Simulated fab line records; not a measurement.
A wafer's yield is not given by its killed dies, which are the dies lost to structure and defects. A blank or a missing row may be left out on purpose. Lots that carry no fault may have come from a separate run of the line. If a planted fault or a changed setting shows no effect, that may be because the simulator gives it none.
The same fault as seen by 3 desks | flow n5 finfet | each desk holds nothing but its own numbers, with what lay behind them at the end

## THE METROLOGY DESK
Means of the sampled wafers that have a number, per lot and without regard to the tool the lot ran on: this is what the gauges read. Marked OUT: a lot whose mean sits more than 4 standard deviations from the usual mean, which makes it out of limits; the brackets give that distance. Of its 11 readings 7 are shown: those that lie furthest out on some lot.
Columns: A = DIBL_N at N5_BEOL_M4_RC_MEAS_101, usual 36.3 mV/V; B = DIBL_P at N5_BEOL_M4_RC_MEAS_101, usual 36.5 mV/V; C = IOFF_N at N5_BEOL_M4_RC_MEAS_101, usual 0.16 nA/um; D = ION_N at N5_BEOL_M4_RC_MEAS_101, usual 675 uA/um; E = SS_N at N5_BEOL_M4_RC_MEAS_101, usual 71.6 mV/dec; F = VT_N at N5_BEOL_M4_RC_MEAS_101, usual 249 mV; G = VT_P at N5_BEOL_M4_RC_MEAS_101, usual -250 mV
lot  | first seen here | A    | B    | C    | D   | E    | F   | G
L311 | day 6 20:24     | 35.5 | 35.7 | 0.15 | 680 | 71.3 | 251 | -251
L314 | day 7 19:29     | 34.9 | 35.5 | 0.14 | 658 | 71.5 | 253 | -251
L316 | day 8 10:04     | 34.6 | 35.0 | 0.14 | 681 | 70.9 | 251 | -249
L318 | day 9 02:15     | 36.8 | 37.7 | 0.18 | 681 | 71.9 | 247 | -246
L319 | day 9 06:36     | 38.0 | 37.3 | 0.19 | 671 | 71.9 | 249 | -251
L323 | day 10 06:53    | 36.1 | 34.6 | 0.15 | 685 | 71.3 | 247 | -245
L326 | day 10 23:25    | 34.3 | 33.9 | 0.14 | 677 | 71.5 | 249 | -252
L327 | day 11 02:40    | 38.6 | 39.2 | 0.24 | 700 | 72.6 | 243 | -250
L329 | day 11 14:49    | 35.4 | 36.6 | 0.16 | 675 | 71.7 | 249 | -253
This desk found nothing out of limits on any of the 9 lots.

## THE DEFECT DESK
What the inspections along the route counted, lot by lot: means of the sampled wafers that have a number. Marked OUT: a lot whose mean sits more than 4 standard deviations from the usual mean, which makes it out of limits; the brackets give that distance.
Columns: A = raw defect count at N5_BEOL_M0_INSPECT_127, usual 69; B = raw defect count at N5_BEOL_M1_INSPECT_13, usual 408; C = raw defect count at N5_BEOL_M1_INSPECT_30, usual 412
lot  | first seen here | A             | B              | C
L311 | day 7 00:12     | 90            | 512            | 489
L314 | day 7 22:42     | 47            | 328            | 340
L316 | day 8 12:55     | 389 (+15) OUT | 792 (+4.6) OUT | 825 (+5.0) OUT
L318 | day 9 07:02     | 416 (+16) OUT | 786 (+4.5) OUT | 780 (+4.5) OUT
L319 | day 9 11:21     | 390 (+15) OUT | 736            | 735
L323 | day 10 10:59    | 51            | 409            | 407
L326 | day 11 02:08    | 80            | 478            | 469
L327 | day 11 05:58    | 64            | 496            | 487
L329 | day 11 17:41    | 88            | 462            | 483
This desk's finding: out of limits on L316, L318, L319; first on L316, day 8 12:55 (raw defect count at N5_BEOL_M0_INSPECT_127). L311, L314, L323, L326, L327, L329: within limits.

## TOOL OWNER'S DESK, cmp-03
The tool's own readings at N5_BEOL_M0_CMP_120 (polishes, stops on SiOC, t overpolish 6.9 s): means of the sampled wafers that have a number, for each lot that ran on this tool. Marked OUT: a lot whose mean sits more than 4 standard deviations from the usual mean, which makes it out of limits; the brackets give that distance.
Columns: A = barrier field endpoint s at N5_BEOL_M0_CMP_120, usual 3.66 s; B = motor current A at N5_BEOL_M0_CMP_120, usual 6.1 A; C = overpolish run s at N5_BEOL_M0_CMP_120, usual 6.898 s; D = time to endpoint s at N5_BEOL_M0_CMP_120, usual 63 s
lot  | first seen here | A    | B   | C     | D
L311 | day 6 23:42     | 3.68 | 6.0 | 6.907 | 63
L314 | day 7 22:05     | 3.65 | 6.0 | 6.898 | 64
L316 | day 8 12:25     | 3.59 | 5.9 | 6.893 | 57
L318 | day 9 06:26     | 3.62 | 6.0 | 6.893 | 65
L319 | day 9 10:50     | 3.49 | 6.0 | 6.895 | 60
This desk found nothing out of limits on any of the 5 lots.

## PUT TOGETHER
The defect desk could have raised an alarm at day 8 12:55, on L316, L318, L319.
At the metrology desk, nothing out of limits was observed.
The desk of the tool owner found nothing out of limits.
The metrology desk holds a record of L316, L318, L319, inside its limits.
Tool owner's desk: L316, L318, L319 on record, inside its limits.
Of the lots named, all ran N5_BEOL_M0_CMP_120 on cmp-03.

## WHAT THE SIMULATOR PUT IN
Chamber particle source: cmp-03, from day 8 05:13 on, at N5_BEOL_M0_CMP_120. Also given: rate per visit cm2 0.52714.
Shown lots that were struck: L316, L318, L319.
Hours from the fault's start to each desk's first reading out of limits: the defect desk, 8.
